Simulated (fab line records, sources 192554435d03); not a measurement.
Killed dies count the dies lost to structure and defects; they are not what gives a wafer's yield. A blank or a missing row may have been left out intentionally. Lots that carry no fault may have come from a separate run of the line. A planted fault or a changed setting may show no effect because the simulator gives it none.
Chamber matching    flow n5-finfet    N5_BEOL_M5_ILD_DEP_00 on pecvd-01 has 3 sister chambers
The step deposits SiCOH lowk from DEMS/porogen, target thk 140.64 nm, time 25.9 s. 6 wafers are shown with their chamber, then 8 later ones without.

== WAFERS, EACH WITH ITS CHAMBER ==
wafer   chamber  throttle-valve-pct (%)  heater-power-w (W)
L084.2  0        13.2                    206
L084.5  2        14.7                    226
L083.1  2        14.8                    233
L083.3  0        13.4                    245
L083.5  1        15.1                    239
L088.1  1        15.0                    266

== WAFERS WITH NO CHAMBER GIVEN ==
wafer   throttle-valve-pct (%)  heater-power-w (W)
L088.2  14.9                    205
L088.5  14.9                    269
L089.1  13.5                    218
L089.2  14.8                    210
L089.5  14.6                    210
L091.3  13.2                    203
L091.4  13.0                    209
L091.5  14.9                    273

== EACH ONE'S CHAMBER ==
wafer   from the rows above      in truth
L088.2  can't be placed: 2 or 1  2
L088.5  can't be placed: 1 or 2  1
L089.1  0                        0
L089.2  2                        2
L089.5  2                        2
L091.3  0                        0
L091.4  0                        0
L091.5  can't be placed: 1 or 2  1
Placed correctly: 5 of 8. Can't be placed from these rows: 3 (the true chamber is among the candidates in 3). Number placed wrongly: 0.
How it was worked out, from the rows above alone: a wafer's distance from a chamber is the root of the sum, over the readings, of the square of ((its reading less the chamber's mean) divided by the reading's scatter). If the next closest chamber is less than 2 further off than the closest, the wafer can't be placed; otherwise it belongs to the closest. A chamber's mean is the mean of its shown wafers. The scatter is the square root of a quotient: the sum, over the shown wafers, of each reading's squared deviation from its chamber's mean, divided by wafers minus chambers.
